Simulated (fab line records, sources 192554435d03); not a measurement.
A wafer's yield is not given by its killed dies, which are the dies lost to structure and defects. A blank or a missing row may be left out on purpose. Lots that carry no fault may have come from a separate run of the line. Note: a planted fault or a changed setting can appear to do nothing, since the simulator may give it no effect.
Matching of chambers + flow n5-finfet + rie-diel-05 running N5_MOL_CONTACT_COAG_ETCH_66: 4 sister chambers
The step etches SiARC in CF4, target depth 13 nm, time 21.7 s. 4 wafers are shown with their chamber, then 9 later ones without.

== WAFERS, EACH WITH ITS CHAMBER ==
| wafer  | chamber | drypump-motor-current-A (A) |
|--------|---------|-----------------------------|
| L077.6 | 3       | 5.3                         |
| L081.5 | 0       | 5.3                         |
| L082.5 | 2       | 5.4                         |
| L082.6 | 1       | 6.4                         |

== WAFERS WITHOUT THEIR CHAMBER ==
| wafer  | drypump-motor-current-A (A) |
|--------|-----------------------------|
| L090.2 | 6.4                         |
| L090.4 | 5.4                         |
| L090.5 | 5.4                         |
| L091.1 | 6.4                         |
| L091.2 | 5.4                         |
| L091.4 | 5.3                         |
| L095.2 | 5.3                         |
| L095.3 | 6.4                         |
| L095.5 | 5.2                         |

== CHAMBER TAKEN BY EACH ==
| wafer  | from the rows above     | in truth |
|--------|-------------------------|----------|
| L090.2 | 1                       | 1        |
| L090.4 | 2                       | 2        |
| L090.5 | 2                       | 2        |
| L091.1 | 1                       | 1        |
| L091.2 | 2                       | 2        |
| L091.4 | can't be placed: 0 or 3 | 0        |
| L095.2 | can't be placed: 0 or 3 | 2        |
| L095.3 | 1                       | 1        |
| L095.5 | can't be placed: 0 or 3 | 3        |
Placed correctly: 6 of 9. Can't be placed from these rows: 3 (the true chamber is among the candidates in 2). 0 placed wrongly.
How it was worked out, from the rows above alone: a wafer's distance from a chamber is the root of the sum, over the readings, of the square of ((its reading less the chamber's mean) divided by the reading's scatter). If the next closest chamber is less than 2 further off than the closest, the wafer can't be placed; otherwise it belongs to the closest. For every chamber, the mean is computed from those of its wafers that are shown. The scatter: root of mean squared gap, hidden wafer to nearest shown wafer, with one shown wafer a chamber.
